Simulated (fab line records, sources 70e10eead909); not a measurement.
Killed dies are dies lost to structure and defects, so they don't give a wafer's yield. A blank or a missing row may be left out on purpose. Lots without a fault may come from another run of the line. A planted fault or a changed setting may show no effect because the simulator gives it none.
One fault seen from 2 desks | flow nand_harc | each desk has only its own numbers; what lay behind them comes last

THE METROLOGY DESK
What the gauges read, lot by lot, whatever tool the lot ran on: means of the sampled wafers that have a number. A lot is out of limits, marked OUT, if its mean lies more than 4 standard deviations from the usual mean; the brackets give that distance.
Columns: A = cd_nm at NHARC_A_ZERO_WELL_CD_MEAS_10, usual 1999.5 nm; B = thk_nm at NHARC_A_ONON_D1_THK_MEAS_24, usual 1000 nm
lot  | first seen here | A      | B
L732 | day 7 01:51     | 2000.2 | 1007
L733 | day 7 14:42     | 2000.9 | 1008
L734 | day 7 19:55     | 2001.2 | 992
L736 | day 8 17:35     | 2001.5 | 986
L737 | day 9 09:49     | 2001.0 | 1007
L738 | day 9 17:28     | 1998.5 | 995
L740 | day 10 15:41    | 1997.6 | 1004
L741 | day 10 23:17    | 1999.7 | 985
L743 | day 11 12:46    | 1999.1 | 1020
L747 | day 13 13:21    | 1997.3 | 649 (-35) OUT
L752 | day 15 16:09    | 1999.6 | 983
L753 | day 15 20:21    | 1998.8 | 1011
L754 | day 16 03:34    | 2000.7 | 1016
This desk's finding: out of limits on L747; first on L747, day 14 23:17 (thk_nm at NHARC_A_ONON_D1_THK_MEAS_24). In limits: L732, L733, L734, L736, L737, L738, L740, L741, L743, L752, L753, L754.

THE TOOL OWNER'S DESK: pecvd_onon-03
The tool's own readings at NHARC_A_ONON_D1_DEP_22 (target thk 1000 nm): means of the sampled wafers that have a number, for each lot that ran on this tool. A lot is out of limits, marked OUT, if its mean lies more than 4 standard deviations from the usual mean; the brackets give that distance.
Columns: A = n2o_flow_sccm at NHARC_A_ONON_D1_DEP_22, usual 2000 sccm
lot  | first seen here | A
L733 | day 9 02:17     | 2000
L734 | day 9 10:34     | 2000
L736 | day 10 04:20    | 2000
L738 | day 11 05:40    | 2008
L740 | day 12 03:35    | 2002
L741 | day 12 10:11    | 2004
L747 | day 14 22:46    | 1994
This desk's finding: nothing out of limits on any of the 7 lots.

PUT TOGETHER
The metrology desk could have raised an alarm at day 14 23:17, on L747.
The tool owner's desk saw nothing out of limits.
The tool owner's desk has L747 on record, within its limits.
Of the lots named, all ran NHARC_A_ONON_D1_DEP_22 on pecvd_onon-03.

WHAT THE SIMULATOR HAD PUT IN
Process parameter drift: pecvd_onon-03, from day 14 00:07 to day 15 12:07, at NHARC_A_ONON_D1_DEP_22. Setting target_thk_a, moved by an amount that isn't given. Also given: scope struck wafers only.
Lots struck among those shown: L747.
Hours from the fault's start to each desk's first reading out of limits: the metrology desk, 23.
